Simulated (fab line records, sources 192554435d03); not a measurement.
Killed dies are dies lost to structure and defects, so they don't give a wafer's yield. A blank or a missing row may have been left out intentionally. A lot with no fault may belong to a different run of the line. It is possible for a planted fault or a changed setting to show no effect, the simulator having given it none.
Matching of chambers || flow n5-finfet || N5_BEOL_M0_SAQP_DESCUM_45 on rie-diel-03 has 4 sister chambers
The step chemistry O2, time 7 s. 18 wafers are shown with their chamber, then 9 later ones without.

== WAFERS PAIRED WITH THEIR CHAMBERS ==
{"wafer": "L077.2", "chamber": 3, "showerhead-plenum-p-Torr (Torr)": 2.04, "drypump-motor-current-A (A)": 4.7, "throttle-valve-pct (%)": 20.58}
{"wafer": "L077.5", "chamber": 0, "showerhead-plenum-p-Torr (Torr)": 1.98, "drypump-motor-current-A (A)": 5.3, "throttle-valve-pct (%)": 20.67}
{"wafer": "L077.6", "chamber": 1, "showerhead-plenum-p-Torr (Torr)": 2.14, "drypump-motor-current-A (A)": 5.9, "throttle-valve-pct (%)": 20.34}
{"wafer": "L081.1", "chamber": 0, "showerhead-plenum-p-Torr (Torr)": 1.98, "drypump-motor-current-A (A)": 5.3, "throttle-valve-pct (%)": 20.67}
{"wafer": "L081.3", "chamber": 2, "showerhead-plenum-p-Torr (Torr)": 2.21, "drypump-motor-current-A (A)": 5.4, "throttle-valve-pct (%)": 20.72}
{"wafer": "L081.5", "chamber": 1, "showerhead-plenum-p-Torr (Torr)": 2.13, "drypump-motor-current-A (A)": 5.9, "throttle-valve-pct (%)": 20.33}
{"wafer": "L082.1", "chamber": 3, "showerhead-plenum-p-Torr (Torr)": 2.04, "drypump-motor-current-A (A)": 4.8, "throttle-valve-pct (%)": 20.58}
{"wafer": "L082.4", "chamber": 1, "showerhead-plenum-p-Torr (Torr)": 2.13, "drypump-motor-current-A (A)": 5.9, "throttle-valve-pct (%)": 20.34}
{"wafer": "L082.5", "chamber": 1, "showerhead-plenum-p-Torr (Torr)": 2.13, "drypump-motor-current-A (A)": 5.9, "throttle-valve-pct (%)": 20.35}
{"wafer": "L083.2", "chamber": 0, "showerhead-plenum-p-Torr (Torr)": 1.98, "drypump-motor-current-A (A)": 5.2, "throttle-valve-pct (%)": 20.70}
{"wafer": "L083.5", "chamber": 1, "showerhead-plenum-p-Torr (Torr)": 2.13, "drypump-motor-current-A (A)": 5.9, "throttle-valve-pct (%)": 20.35}
{"wafer": "L083.6", "chamber": 2, "showerhead-plenum-p-Torr (Torr)": 2.21, "drypump-motor-current-A (A)": 5.4, "throttle-valve-pct (%)": 20.74}
{"wafer": "L086.1", "chamber": 0, "showerhead-plenum-p-Torr (Torr)": 1.98, "drypump-motor-current-A (A)": 5.3, "throttle-valve-pct (%)": 20.69}
{"wafer": "L086.2", "chamber": 3, "showerhead-plenum-p-Torr (Torr)": 2.03, "drypump-motor-current-A (A)": 4.8, "throttle-valve-pct (%)": 20.60}
{"wafer": "L086.3", "chamber": 1, "showerhead-plenum-p-Torr (Torr)": 2.13, "drypump-motor-current-A (A)": 5.9, "throttle-valve-pct (%)": 20.35}
{"wafer": "L089.1", "chamber": 1, "showerhead-plenum-p-Torr (Torr)": 2.13, "drypump-motor-current-A (A)": 5.9, "throttle-valve-pct (%)": 20.35}
{"wafer": "L089.2", "chamber": 0, "showerhead-plenum-p-Torr (Torr)": 1.98, "drypump-motor-current-A (A)": 5.2, "throttle-valve-pct (%)": 20.71}
{"wafer": "L089.5", "chamber": 0, "showerhead-plenum-p-Torr (Torr)": 1.98, "drypump-motor-current-A (A)": 5.2, "throttle-valve-pct (%)": 20.71}

SIGNATURES (averages over the wafers above)
{"reading": "showerhead-plenum-p-Torr", "chamber 0": 1.9800, "chamber 1": 2.1314, "chamber 2": 2.2100, "chamber 3": 2.0367, "scatter within a chamber": 0.0033}
{"reading": "drypump-motor-current-A", "chamber 0": 5.250, "chamber 1": 5.900, "chamber 2": 5.400, "chamber 3": 4.767, "scatter within a chamber": 0.0393}
{"reading": "throttle-valve-pct", "chamber 0": 20.6917, "chamber 1": 20.3443, "chamber 2": 20.7300, "chamber 3": 20.5867, "scatter within a chamber": 0.0134}
Rule: for each reading, subtract the chamber's mean from the wafer's reading, divide by that reading's scatter and square the result; add these up over the readings and take the root, which gives the wafer's distance from the chamber. If the next closest chamber is less than 2 further off than the closest, the wafer can't be placed; otherwise it belongs to the closest. The scatter is the square root of a quotient: the sum, over the shown wafers, of each reading's squared deviation from its chamber's mean, divided by wafers minus chambers.

== WAFERS WITHOUT THEIR CHAMBER ==
{"wafer": "L090.3", "showerhead-plenum-p-Torr (Torr)": 2.21, "drypump-motor-current-A (A)": 5.4, "throttle-valve-pct (%)": 20.76}
{"wafer": "L090.5", "showerhead-plenum-p-Torr (Torr)": 2.13, "drypump-motor-current-A (A)": 5.9, "throttle-valve-pct (%)": 20.37}
{"wafer": "L090.6", "showerhead-plenum-p-Torr (Torr)": 2.21, "drypump-motor-current-A (A)": 5.4, "throttle-valve-pct (%)": 20.74}
{"wafer": "L095.3", "showerhead-plenum-p-Torr (Torr)": 2.24, "drypump-motor-current-A (A)": 5.2, "throttle-valve-pct (%)": 20.34}
{"wafer": "L095.4", "showerhead-plenum-p-Torr (Torr)": 2.20, "drypump-motor-current-A (A)": 5.4, "throttle-valve-pct (%)": 20.76}
{"wafer": "L095.5", "showerhead-plenum-p-Torr (Torr)": 2.03, "drypump-motor-current-A (A)": 4.7, "throttle-valve-pct (%)": 20.64}
{"wafer": "L096.3", "showerhead-plenum-p-Torr (Torr)": 2.12, "drypump-motor-current-A (A)": 5.9, "throttle-valve-pct (%)": 20.39}
{"wafer": "L096.4", "showerhead-plenum-p-Torr (Torr)": 2.24, "drypump-motor-current-A (A)": 5.2, "throttle-valve-pct (%)": 20.35}
{"wafer": "L096.5", "showerhead-plenum-p-Torr (Torr)": 2.23, "drypump-motor-current-A (A)": 5.2, "throttle-valve-pct (%)": 20.34}

== EACH ONE'S CHAMBER ==
{"wafer": "L090.3", "from the rows above": 2, "in truth": 2}
{"wafer": "L090.5", "from the rows above": 1, "in truth": 1}
{"wafer": "L090.6", "from the rows above": 2, "in truth": 2}
{"wafer": "L095.3", "from the rows above": 2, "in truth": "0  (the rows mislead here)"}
{"wafer": "L095.4", "from the rows above": 2, "in truth": 2}
{"wafer": "L095.5", "from the rows above": 3, "in truth": 3}
{"wafer": "L096.3", "from the rows above": 1, "in truth": 1}
{"wafer": "L096.4", "from the rows above": 2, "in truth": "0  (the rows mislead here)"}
{"wafer": "L096.5", "from the rows above": 2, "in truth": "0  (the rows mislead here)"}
Placed correctly: 6 of 9. Can't be placed from these rows: 0. Placed wrongly: 3.
